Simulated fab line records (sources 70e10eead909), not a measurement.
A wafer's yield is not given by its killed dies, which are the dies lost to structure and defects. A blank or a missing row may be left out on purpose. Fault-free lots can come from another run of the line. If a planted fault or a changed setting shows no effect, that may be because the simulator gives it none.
Which tool did it? || flow nandHarc || 14 lots, 42 wafers sampled, at 5 steps of a route of 1159

## WHAT THE GAUGES SHOWED, per wafer
NHARC_HYBRID_BOND_OVL_MEAS_05. Usual: overlayXNm 3 nm, standard deviation 32; overlayYNm 3 nm, standard deviation 37.
{"lot": "L176", "measured": "day 18 01:59", "on": "overlay-01", "overlayXNm (nm)": "15 12 30", "overlayYNm (nm)": "-3 -4 -21", "flag": ""}
{"lot": "L177", "measured": "day 18 20:08", "on": "overlay-02", "overlayXNm (nm)": "23 -38 -30", "overlayYNm (nm)": "-64 -3 -57", "flag": ""}
{"lot": "L178", "measured": "day 18 20:08", "on": "overlay-01", "overlayXNm (nm)": "-32 41 -66", "overlayYNm (nm)": "-11 -18 -2", "flag": ""}
{"lot": "L180", "measured": "day 19 09:49", "on": "overlay-01", "overlayXNm (nm)": "29 -35 0", "overlayYNm (nm)": "-14 -13 46", "flag": ""}
{"lot": "L179", "measured": "day 18 20:07", "on": "overlay-01", "overlayXNm (nm)": "-16 32 20", "overlayYNm (nm)": "-126 -30 0", "flag": ""}
{"lot": "L182", "measured": "day 19 20:03", "on": "overlay-01", "overlayXNm (nm)": "-10 25 -8", "overlayYNm (nm)": "-18 30 -40", "flag": ""}
{"lot": "L187", "measured": "day 21 13:08", "on": "overlay-01", "overlayXNm (nm)": "-47 19 -34", "overlayYNm (nm)": "-36 -5 14", "flag": ""}
{"lot": "L191", "measured": "day 21 18:02", "on": "overlay-01", "overlayXNm (nm)": "-81 61 -5", "overlayYNm (nm)": "-57 6 -17", "flag": ""}
{"lot": "L193", "measured": "day 23 02:39", "on": "overlay-01", "overlayXNm (nm)": "39 -4 65", "overlayYNm (nm)": "-19 -30 33", "flag": ""}
{"lot": "L194", "measured": "day 23 02:39", "on": "overlay-02", "overlayXNm (nm)": "15 20 10", "overlayYNm (nm)": "13 16 -15", "flag": ""}
{"lot": "L197", "measured": "day 24 07:10", "on": "overlay-02", "overlayXNm (nm)": "54 -39 15", "overlayYNm (nm)": "-75 16 23", "flag": ""}
{"lot": "L195", "measured": "day 23 18:50", "on": "overlay-02", "overlayXNm (nm)": "45 -35 9", "overlayYNm (nm)": "12 -92 -3", "flag": ""}
{"lot": "L198", "measured": "day 24 18:48", "on": "overlay-02", "overlayXNm (nm)": "-19 -61 31", "overlayYNm (nm)": "37 88 45", "flag": ""}
{"lot": "L199", "measured": "day 26 01:09", "on": "overlay-01", "overlayXNm (nm)": "42 39 59", "overlayYNm (nm)": "44 73 56", "flag": ""}

NHARC_THIN_TSV_CD_MEAS_12: target cd 1000 nm. Usual: 998.6 nm for cdNm, sd 1.5.
{"lot": "L176", "measured": "day 19 02:36", "on": "cdSem-02", "cdNm (nm)": "997.9 1000.6 997.6", "flag": ""}
{"lot": "L177", "measured": "day 19 04:59", "on": "cdSem-03", "cdNm (nm)": "997.6 999.3 998.5", "flag": ""}
{"lot": "L178", "measured": "day 19 06:05", "on": "cdSem-02", "cdNm (nm)": "997.2 996.8 998.5", "flag": ""}
{"lot": "L180", "measured": "day 19 12:32", "on": "cdSem-01", "cdNm (nm)": "997.8 996.5 996.4", "flag": ""}
{"lot": "L179", "measured": "day 19 03:48", "on": "cdSem-01", "cdNm (nm)": "999.9 1000.2 998.2", "flag": ""}
{"lot": "L182", "measured": "day 20 01:55", "on": "cdSem-03", "cdNm (nm)": "998.6 999.1 997.7", "flag": ""}
{"lot": "L187", "measured": "day 21 16:10", "on": "cdSem-02", "cdNm (nm)": "999.5 1001.0 999.9", "flag": ""}
{"lot": "L191", "measured": "day 21 22:46", "on": "cdSem-02", "cdNm (nm)": "1001.9 1000.6 998.3", "flag": ""}
{"lot": "L193", "measured": "day 23 06:43", "on": "cdSem-03", "cdNm (nm)": "1001.2 999.0 998.7", "flag": ""}
{"lot": "L194", "measured": "day 23 05:16", "on": "cdSem-03", "cdNm (nm)": "997.8 995.5 995.9", "flag": ""}
{"lot": "L197", "measured": "day 24 09:54", "on": "cdSem-03", "cdNm (nm)": "1000.4 999.4 999.3", "flag": ""}
{"lot": "L195", "measured": "day 23 22:46", "on": "cdSem-02", "cdNm (nm)": "998.3 999.9 1000.4", "flag": ""}
{"lot": "L198", "measured": "day 24 21:28", "on": "cdSem-03", "cdNm (nm)": "998.7 998.4 997.0", "flag": ""}
{"lot": "L199", "measured": "day 26 05:31", "on": "cdSem-03", "cdNm (nm)": "997.6 996.2 998.1", "flag": ""}

NHARC_END_SORT_01. Usual: killedAtArray 27, standard deviation 11; killedAtOther 0.6, standard deviation 1; killedAtPeriphery 3.0, standard deviation 2.1; killedDies 31, standard deviation 12; killedOpen 3.2, standard deviation 1.7; killedShort 1.7, standard deviation 1.4.
{"lot": "L187", "measured": "day 22 08:10", "on": "prober-01", "killedAtArray": "97 78 108", "killedAtOther": "1 1 0", "killedAtPeriphery": "1 2 5", "killedDies": "99 81 113", "killedOpen": "3 2 3", "killedShort": "0 0 3", "flag": "OFF"}
{"lot": "L191", "measured": "day 22 18:27", "on": "prober-02", "killedAtArray": "110 99 101", "killedAtOther": "0 1 0", "killedAtPeriphery": "5 7 1", "killedDies": "115 107 102", "killedOpen": "2 5 3", "killedShort": "1 1 0", "flag": "OFF"}

## EACH LOT AND THE TOOL THAT RAN IT (in order: tool; ch and the chambers of the sampled wafers; start)
{"lot": "L176", "NHARC_A_STAIRCASE_ETCH_17": "rieDiel-11 ch 0,1,3, day 10 21:40", "NHARC_THIN_TSV_PRE_CLEAN_54": "pvdSputter-02, day 19 07:29"}
{"lot": "L177", "NHARC_A_STAIRCASE_ETCH_17": "rieDiel-02 ch 1,2,3, day 11 07:51", "NHARC_THIN_TSV_PRE_CLEAN_54": "pvdSputter-01, day 19 10:07"}
{"lot": "L178", "NHARC_A_STAIRCASE_ETCH_17": "rieDiel-02 ch 1,2,3, day 11 08:06", "NHARC_THIN_TSV_PRE_CLEAN_54": "pvdSputter-02, day 19 11:13"}
{"lot": "L180", "NHARC_A_STAIRCASE_ETCH_17": "rieDiel-02 ch 0,1,3, day 11 12:35", "NHARC_THIN_TSV_PRE_CLEAN_54": "pvdSputter-03, day 19 17:34"}
{"lot": "L179", "NHARC_A_STAIRCASE_ETCH_17": "rieDiel-11 ch 1,3, day 11 12:47", "NHARC_THIN_TSV_PRE_CLEAN_54": "pvdSputter-02, day 19 08:47"}
{"lot": "L182", "NHARC_A_STAIRCASE_ETCH_17": "rieDiel-12 ch 1,2, day 12 05:25", "NHARC_THIN_TSV_PRE_CLEAN_54": "pvdSputter-01, day 20 06:59"}
{"lot": "L187", "NHARC_A_STAIRCASE_ETCH_17": "rieDiel-12 ch 1,2,3, day 13 23:45", "NHARC_THIN_TSV_PRE_CLEAN_54": "pvdSputter-03, day 21 21:28"}
{"lot": "L191", "NHARC_A_STAIRCASE_ETCH_17": "rieDiel-12 ch 1,3, day 14 09:31", "NHARC_THIN_TSV_PRE_CLEAN_54": "pvdSputter-03, day 22 03:44"}
{"lot": "L193", "NHARC_A_STAIRCASE_ETCH_17": "rieDiel-11 ch 1,3, day 15 09:17", "NHARC_THIN_TSV_PRE_CLEAN_54": "pvdSputter-02, day 23 11:34"}
{"lot": "L194", "NHARC_A_STAIRCASE_ETCH_17": "rieDiel-11 ch 0,1,3, day 15 12:16", "NHARC_THIN_TSV_PRE_CLEAN_54": "pvdSputter-02, day 23 10:21"}
{"lot": "L197", "NHARC_A_STAIRCASE_ETCH_17": "rieDiel-11 ch 1,2,3, day 15 19:05", "NHARC_THIN_TSV_PRE_CLEAN_54": "pvdSputter-03, day 24 14:51"}
{"lot": "L195", "NHARC_A_STAIRCASE_ETCH_17": "rieDiel-11 ch 0,3, day 15 19:46", "NHARC_THIN_TSV_PRE_CLEAN_54": "pvdSputter-01, day 24 03:43"}
{"lot": "L198", "NHARC_A_STAIRCASE_ETCH_17": "rieDiel-11 ch 0,1,2, day 16 18:11", "NHARC_THIN_TSV_PRE_CLEAN_54": "pvdSputter-03, day 25 02:19"}
{"lot": "L199", "NHARC_A_STAIRCASE_ETCH_17": "rieDiel-02 ch 0,1,3, day 16 18:54", "NHARC_THIN_TSV_PRE_CLEAN_54": "pvdSputter-02, day 26 10:27"}
- NHARC_A_STAIRCASE_ETCH_17: etches the open film in C4F8/O2, target depth 100 nm, time 40.5 s.
- NHARC_THIN_TSV_PRE_CLEAN_54: time 30 s.

## AS READ BY THE TOOLS THEMSELVES (means over the sampled wafers that have a number; for cases with no such wafer, the mark the record gives instead)
NHARC_A_STAIRCASE_ETCH_17. Usual: oesProductAu 0.942 a.u., standard deviation 0.011; rfVppV 894 V, standard deviation 5.2.
{"lot": "L176", "tool": "rieDiel-11", "oesProductAu (a.u.)": 0.943, "rfVppV (V)": 893, "flag": ""}
{"lot": "L177", "tool": "rieDiel-02", "oesProductAu (a.u.)": 0.932, "rfVppV (V)": 894, "flag": ""}
{"lot": "L178", "tool": "rieDiel-02", "oesProductAu (a.u.)": 0.935, "rfVppV (V)": 894, "flag": ""}
{"lot": "L180", "tool": "rieDiel-02", "oesProductAu (a.u.)": 0.941, "rfVppV (V)": 895, "flag": ""}
{"lot": "L179", "tool": "rieDiel-11", "oesProductAu (a.u.)": 0.941, "rfVppV (V)": 897, "flag": ""}
{"lot": "L182", "tool": "rieDiel-12", "oesProductAu (a.u.)": 0.948, "rfVppV (V)": 894, "flag": ""}
{"lot": "L187", "tool": "rieDiel-12", "oesProductAu (a.u.)": 0.945, "rfVppV (V)": 894, "flag": ""}
{"lot": "L191", "tool": "rieDiel-12", "oesProductAu (a.u.)": 0.957, "rfVppV (V)": 894, "flag": ""}
{"lot": "L193", "tool": "rieDiel-11", "oesProductAu (a.u.)": 0.951, "rfVppV (V)": 893, "flag": ""}
{"lot": "L194", "tool": "rieDiel-11", "oesProductAu (a.u.)": 0.950, "rfVppV (V)": 891, "flag": ""}
{"lot": "L197", "tool": "rieDiel-11", "oesProductAu (a.u.)": 0.940, "rfVppV (V)": 894, "flag": ""}
{"lot": "L195", "tool": "rieDiel-11", "oesProductAu (a.u.)": 0.954, "rfVppV (V)": 891, "flag": ""}
{"lot": "L198", "tool": "rieDiel-11", "oesProductAu (a.u.)": 0.936, "rfVppV (V)": 900, "flag": ""}
{"lot": "L199", "tool": "rieDiel-02", "oesProductAu (a.u.)": 0.934, "rfVppV (V)": 896, "flag": ""}

NHARC_THIN_TSV_PRE_CLEAN_54. Usual: 416 W for heaterPowerW, sd 47.
{"lot": "L176", "tool": "pvdSputter-02", "heaterPowerW (W)": 431, "flag": ""}
{"lot": "L177", "tool": "pvdSputter-01", "heaterPowerW (W)": 397, "flag": ""}
{"lot": "L178", "tool": "pvdSputter-02", "heaterPowerW (W)": 440, "flag": ""}
{"lot": "L180", "tool": "pvdSputter-03", "heaterPowerW (W)": 420, "flag": ""}
{"lot": "L179", "tool": "pvdSputter-02", "heaterPowerW (W)": 492, "flag": ""}
{"lot": "L182", "tool": "pvdSputter-01", "heaterPowerW (W)": 420, "flag": ""}
{"lot": "L187", "tool": "pvdSputter-03", "heaterPowerW (W)": 393, "flag": ""}
{"lot": "L191", "tool": "pvdSputter-03", "heaterPowerW (W)": 419, "flag": ""}
{"lot": "L193", "tool": "pvdSputter-02", "heaterPowerW (W)": 487, "flag": ""}
{"lot": "L194", "tool": "pvdSputter-02", "heaterPowerW (W)": 424, "flag": ""}
{"lot": "L197", "tool": "pvdSputter-03", "heaterPowerW (W)": 439, "flag": ""}
{"lot": "L195", "tool": "pvdSputter-01", "heaterPowerW (W)": 416, "flag": ""}
{"lot": "L198", "tool": "pvdSputter-03", "heaterPowerW (W)": 413, "flag": ""}
{"lot": "L199", "tool": "pvdSputter-02", "heaterPowerW (W)": 439, "flag": ""}

## THE ANSWER, worked out from the rows above alone
Rule: a lot is off if the mean of its wafers that have a number lies more than 3 standard deviations from the usual mean. Also off: a lot with no number at a reading for which 4 or more lots have one. Any other lot the step has rows for is counted as sound. Order of review: gauges by route order, followed by the tools' own readings, for which a lot's mean as printed above is used. At the first step where some lot is off, the reading lying furthest off is the one used; lots without a number count as furthest.
Off: L187, L191 (NHARC_END_SORT_01, killedAtArray). Neither off nor sound, because the step has no rows for them: L176, L177, L178, L180, L179, L182, L193, L194, L197, L195, L198, L199.
If a tool, at a process step before that reading, ran all the lots that are off and no sound lot after the first of them, it fits. Gauges at NHARC_END_SORT_01: tried the same way as those tools. This does not decide it: 2 tools fit, namely rieDiel-12 at NHARC_A_STAIRCASE_ETCH_17 and pvdSputter-03 at NHARC_THIN_TSV_PRE_CLEAN_54.

## WHAT THE SIMULATOR HAD PUT IN
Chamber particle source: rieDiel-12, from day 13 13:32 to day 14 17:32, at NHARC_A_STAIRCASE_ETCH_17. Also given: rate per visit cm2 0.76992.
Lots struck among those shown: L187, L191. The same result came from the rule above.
